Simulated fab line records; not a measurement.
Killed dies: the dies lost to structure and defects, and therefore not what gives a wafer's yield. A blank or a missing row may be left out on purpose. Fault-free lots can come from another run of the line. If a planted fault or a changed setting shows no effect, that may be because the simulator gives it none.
Chamber matching    flow n5Finfet    aldSin-03 running N5_GATE_CUT_SAC_CAP_01: 4 sister chambers
The step material SiNx, target thk 24 nm, pulse time 1 s, ald cycles 480. 8 wafers are shown with their chamber, then 9 later ones without.

WAFERS PAIRED WITH THEIR CHAMBERS
wafer   chamber  heaterPowerW (W)  precursorPulseHeightRel
L085.2  0        886               0.982
L085.6  1        895               0.988
L087.1  3        860               1.021
L087.5  1        892               0.971
L087.6  2        768               0.990
L088.1  2        762               0.997
L088.2  3        878               1.008
L088.3  0        938               1.008

WAFERS WITHOUT THEIR CHAMBER
wafer   heaterPowerW (W)  precursorPulseHeightRel
L089.2  892               0.996
L089.4  893               0.994
L089.5  761               1.009
L090.2  871               0.991
L090.3  864               1.002
L090.6  893               1.033
L092.2  939               1.021
L092.3  860               0.946
L092.4  733               1.035

THE CHAMBER EACH PASSED THROUGH
wafer   from the rows above           in truth
L089.2  can't be placed: 0 or 1 or 3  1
L089.4  can't be placed: 0 or 1 or 3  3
L089.5  2                             2
L090.2  can't be placed: 1 or 3 or 0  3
L090.3  can't be placed: 3 or 1 or 0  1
L090.6  can't be placed: 3 or 0       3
L092.2  can't be placed: 0 or 3 or 1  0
L092.3  can't be placed: 1 or 0       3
L092.4  2                             2
Correct placement for 2 of the 9. Can't be placed from these rows: 7 (the true chamber is among the candidates in 6). Number placed wrongly: 0.
How it was worked out, from the rows above alone: a wafer's distance from a chamber is the root of the sum, over the readings, of the square of ((its reading less the chamber's mean) divided by the reading's scatter). The wafer belongs to the nearest chamber; if the next one is less than 2 further off, it can't be placed. Each chamber's mean is taken over the wafers shown for it. How the scatter is found: for the shown wafers, subtract from each reading the mean of its chamber, square and add these, divide the total by (wafers less chambers), then take the root.
